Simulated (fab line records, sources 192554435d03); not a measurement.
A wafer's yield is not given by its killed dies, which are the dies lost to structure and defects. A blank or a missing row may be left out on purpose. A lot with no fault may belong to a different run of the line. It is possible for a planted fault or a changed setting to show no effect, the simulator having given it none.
fab line records ; flow n5-finfet
[record] lots = 7; wafers = 39
route steps=1938 shown BEOL_M15@1809
start-h: the number of hours between the record's first day and the start of the first shown wafer of the lot ; wait-h: hours from the lot's prior step to this one ; " same as the row above ; L1.1+2: a row that stands for several wafers ; - no value, or no start given ; * or withheld: withheld ; < > ~ a bound
route shown NAME@n: names a module that has steps shown in the file, with the first one's number in the route ; usual: mean/standard deviation of fault-free wafers ; same: alike in all rows ; chamber/n: place in a boat ; sites: each site's reading ; _std_site: how widely they spread, as a standard deviation ; _edge_site: the outer-site mean with the inner-site mean subtracted ; radius-mm: for every site, how far away it sits from the centre of the wafer ; mask NAME#n: copy n ; behind: the last tool/chamber to shape the wafer ; hold: what put the lot on hold/how long, in hours/how the hold closed ; device: names the non-switching transistor (n, p or np) ; end of line: at the end of the route, the tests of the same wafers ; a step given without rows: its recipe and nothing more ; killed: count of dies lost to structure and defects at first sort (not the wafer's yield) ; map: dies across one wafer; x = killed, . = not, _ = none there
set.NAME: the setting as run; set.NAME@STEP: as run at that earlier step ; model.NAME: the simulator's own value behind a step, which no gauge read
lots whose settings were changed on purpose; a table a step, a row a wafer
[[steps]]
[step N5_BEOL_M15_TRENCH_ETCH_34]
[recipe] chemistry = C4F8/O2/Ar; target = SiO2; target-depth-a = 8729.3; he-inner-torr = 15; he-outer-torr = 30; time-s = 199; ion-energy-ev = 800; pressure-mtorr = 20; source-w = 1905; bias-w = 2040; Ar_flow_sccm = 400; C4F8_flow_sccm = 16; O2_flow_sccm = 12
lot.wafer;tool;chamber;start-h;wait-h;set.time-s;model.etch.depth-nm;model.coat_of_BEOL_M15_COAT_22.thk-nm
L080.1;rie-diel-06;3;305.63;0.0;199;878.7;540
L080.2;rie-diel-06;1;305.63;0.0;199;831;557
L080.3;rie-diel-06;2;305.63;0.0;199;868.5;539.8
L080.4;rie-diel-06;0;305.63;0.0;127.6;553.2;601.2
L080.5;rie-diel-06;3;305.63;0.0;127.6;558.3;604.2
L080.6;rie-diel-06;2;305.63;0.0;127.6;558.2;601.4
L083.1;rie-diel-01;3;316.55;0.0;199;878.6;538
L083.2;rie-diel-01;1;316.55;0.0;199;843.3;546.2
L083.3;rie-diel-01;2;316.55;0.0;199;850.8;544.2
L083.4;rie-diel-01;2;316.55;0.0;199;844.1;545.6
L083.5;rie-diel-01;1;316.55;0.0;199;841.2;542.8
L083.6;rie-diel-01;3;316.55;0.0;199;880.5;537.6
L089.1;rie-diel-06;0;340.10;0.0;254.2;1099;492.4
L089.2;rie-diel-06;1;340.10;0.0;199;829.4;555.2
L089.3;rie-diel-06;2;340.10;0.0;254.2;1110;489.4
L089.4;rie-diel-06;3;340.10;0.0;199;863.8;542
L089.5;rie-diel-06;1;340.10;0.0;199;822.3;557
L089.6;rie-diel-06;2;340.10;0.0;254.2;1111;491.6
L090.1;rie-diel-06;2;348.46;0.0;306.3;1354;444
L090.2;rie-diel-06;1;348.46;0.0;199;828.6;562
L090.3;rie-diel-06;0;348.46;0.0;306.3;1329;448.4
L090.4;rie-diel-06;3;348.46;0.0;199;865.5;546.6
L090.5;rie-diel-06;1;348.46;0.0;306.3;1271;472
L090.6;rie-diel-06;2;348.46;0.0;199;876.2;543.6
L092.3;rie-diel-06;0;356.07;0.0;199;855;542
L092.4;rie-diel-06;2;356.07;0.0;199;878.4;537.8
L092.5;rie-diel-06;1;356.07;0.0;199;830.7;558.4
L094.1;rie-diel-01;2;380.36;0.0;199;847.2;548.4
L094.2;rie-diel-01;3;380.36;0.0;199;886.5;539
L094.3;rie-diel-01;1;380.36;0.0;199;847;550.8
L094.4;rie-diel-01;0;380.36;0.0;199;900.8;536.2
L094.5;rie-diel-01;3;380.36;0.0;199;883.4;538.4
L094.6;rie-diel-01;2;380.36;0.0;199;848.9;548.6
L097.1;rie-diel-02;1;390.69;0.0;199;931.3;531.2
L097.2;rie-diel-02;2;390.69;0.0;199;901.5;533.4
L097.3;rie-diel-02;3;390.69;0.0;199;847.8;550.6
L097.4;rie-diel-02;0;390.69;0.0;199;875.4;549.2
L097.5;rie-diel-02;2;390.69;0.0;199;902.4;534
L097.6;rie-diel-02;3;390.69;0.0;199;862;545.4
[step N5_BEOL_M15_STRIP_36]
[recipe] chemistry = O2; power-w = 600; temp-c = 60; pressure-mtorr = 30; rf-frequency-hz = 6e+07; bias-power-w = 0; overash-fraction = 0.3; o2-flow-sccm = 225
[step N5_BEOL_M15_ECD_47]
[recipe] material = Cu; target-thk-a = 18600
[step N5_BEOL_M15_ANNEAL_48]
[recipe] temp-c = 225; time-s = 90; ambient = N2
[step N5_BEOL_M15_CMP_49]
[recipe] stop-on = SiO2; t-overpolish-s = 4.9; down-force-psi = 2; platen-rpm = 80; clearing-platen-down-force-psi = 2; clearing-platen-rpm = 80; post-cmp-clean = cu-alkaline; target-thk-nm = 850; clearing-platen-pad-velocity-m-s = 1.5917; pad-velocity-m-s = 1.5917
lot.wafer;tool;chamber;start-h;wait-h;set.time-s@BEOL_M15_TRENCH_ETCH_34;model.Cu_of_BEOL_M15_ECD_47.thk-nm
L080.3;cmp-03;0;307.57;0.2;199;847
L080.1;cmp-03;1;307.57;0.2;199;856.4
L080.2;cmp-03;2;307.57;0.2;199;808.6
L080.4;cmp-03;3;307.57;0.2;127.6;529.4
L080.6;cmp-03;0;307.57;0.2;127.6;535.4
L080.5;cmp-03;1;307.57;0.2;127.6;535.8
L083.4;cmp-02;1;322.21;0.1;199;818.4
L083.1;cmp-02;2;322.21;0.1;199;854.2
L083.2;cmp-02;3;322.21;0.1;199;820.2
L083.3;cmp-02;0;322.21;0.1;199;829
L083.6;cmp-02;1;322.21;0.1;199;853.8
L083.5;cmp-02;2;322.21;0.1;199;816.2
L089.1;cmp-01;2;341.58;0.3;254.2;1075
L089.4;cmp-01;3;341.58;0.3;199;838.8
L089.2;cmp-01;0;341.58;0.3;199;804.2
L089.3;cmp-01;1;341.58;0.3;254.2;1086
L089.6;cmp-01;2;341.58;0.3;254.2;1087
L089.5;cmp-01;3;341.58;0.3;199;796.8
L090.4;cmp-02;0;352.25;0.1;199;842.8
L090.2;cmp-02;1;352.25;0.1;199;801.2
L090.1;cmp-02;2;352.25;0.1;306.3;1329
L090.3;cmp-02;3;352.25;0.1;306.3;1304
L090.6;cmp-02;0;352.25;0.1;199;853.2
L090.5;cmp-02;1;352.25;0.1;306.3;1244
L092.4;cmp-02;0;361.99;0.1;199;857.2
L092.3;cmp-02;3;361.99;0.1;199;832.2
L092.5;cmp-02;1;361.99;0.1;199;803.6
L094.2;cmp-02;1;384.25;0.2;199;861.8
L094.1;cmp-02;2;384.25;0.2;199;825.6
L094.3+6;cmp-02;3,1;384.25;0.2;199;823.8
L094.4;cmp-02;0;384.25;0.2;199;880
L094.5;cmp-02;2;384.25;0.2;199;861.4
L097.3;cmp-02;3;393.52;0.2;199;825
L097.2;cmp-02;0;393.52;0.2;199;881.4
L097.4;cmp-02;1;393.52;0.2;199;848.8
L097.1;cmp-02;2;393.52;0.2;199;908.4
L097.5;cmp-02;3;393.52;0.2;199;881.2
L097.6;cmp-02;0;393.52;0.2;199;842
[step N5_BEOL_M15_THK_MEAS_50]
[recipe] thk-meas-gauge = xrf; reads = Cu_of_BEOL_M15_ECD_47
[usual] M15_THK = 836/22
lot.wafer;tool;chamber;start-h;wait-h;set.time-s@BEOL_M15_TRENCH_ETCH_34;M15_THK[nm]
L080.1;film-metro-01;-;307.86;-;199;853
L080.2;film-metro-01;-;307.86;-;199;-
L080.3;film-metro-01;-;307.86;-;199;846
L080.4;film-metro-01;-;307.86;-;127.6;-
L080.5;film-metro-01;-;307.86;-;127.6;-
L080.6;film-metro-01;-;307.86;-;127.6;534
L083.1;film-metro-01;-;322.51;-;199;844
L083.2;film-metro-01;-;322.51;-;199;816
L083.3;film-metro-01;-;322.51;-;199;821
L083.4;film-metro-01;-;322.51;-;199;808
L083.5;film-metro-01;-;322.51;-;199;809
L083.6;film-metro-01;-;322.51;-;199;843
L089.1;film-metro-01;-;341.88;-;254.2;1059
L089.2;film-metro-01;-;341.88;-;199;791
L089.3;film-metro-01;-;341.88;-;254.2;1067
L089.4;film-metro-01;-;341.88;-;199;829
L089.5;film-metro-01;-;341.88;-;199;783
L089.6;film-metro-01;-;341.88;-;254.2;1067
L090.1;film-metro-02;-;352.55;-;306.3;1311
L090.2;film-metro-02;-;352.55;-;199;793
L090.3;film-metro-02;-;352.55;-;306.3;1285
L090.4;film-metro-02;-;352.55;-;199;833
L090.5;film-metro-02;-;352.55;-;306.3;1229
L090.6;film-metro-02;-;352.55;-;199;844
L092.3;film-metro-02;-;362.28;-;199;834
L092.4;film-metro-02;-;362.28;-;199;851
L092.5;film-metro-02;-;362.28;-;199;800
L094.1;film-metro-02;-;384.54;-;199;812
L094.2;film-metro-02;-;384.54;-;199;854
L094.3;film-metro-02;-;384.54;-;199;816
L094.4;film-metro-02;-;384.54;-;199;874
L094.5;film-metro-02;-;384.54;-;199;853
L094.6;film-metro-02;-;384.54;-;199;817
L097.1;film-metro-01;-;393.81;-;199;902
L097.2;film-metro-01;-;393.81;-;199;872
L097.3;film-metro-01;-;393.81;-;199;815
L097.4;film-metro-01;-;393.81;-;199;846
L097.5;film-metro-01;-;393.81;-;199;876
L097.6;film-metro-01;-;393.81;-;199;833
[[key]]
[split] step = N5_BEOL_M15_TRENCH_ETCH_34; setting = time-s; stated = 199; by = wafer
[response] step = N5_BEOL_M15_TRENCH_ETCH_34; reading = model.etch.depth-nm; change = +8.7; per = 1%; r = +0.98
[response] step = N5_BEOL_M15_TRENCH_ETCH_34; reading = model.coat_of_BEOL_M15_COAT_22.thk-nm; change = -1.79; per = 1%; r = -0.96
[response] step = N5_BEOL_M15_CMP_49; reading = model.Cu_of_BEOL_M15_ECD_47.thk-nm; change = +8.7; per = 1%; r = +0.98
[response] step = N5_BEOL_M15_THK_MEAS_50; reading = M15_THK; change = +8.64; per = 1%; r = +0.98
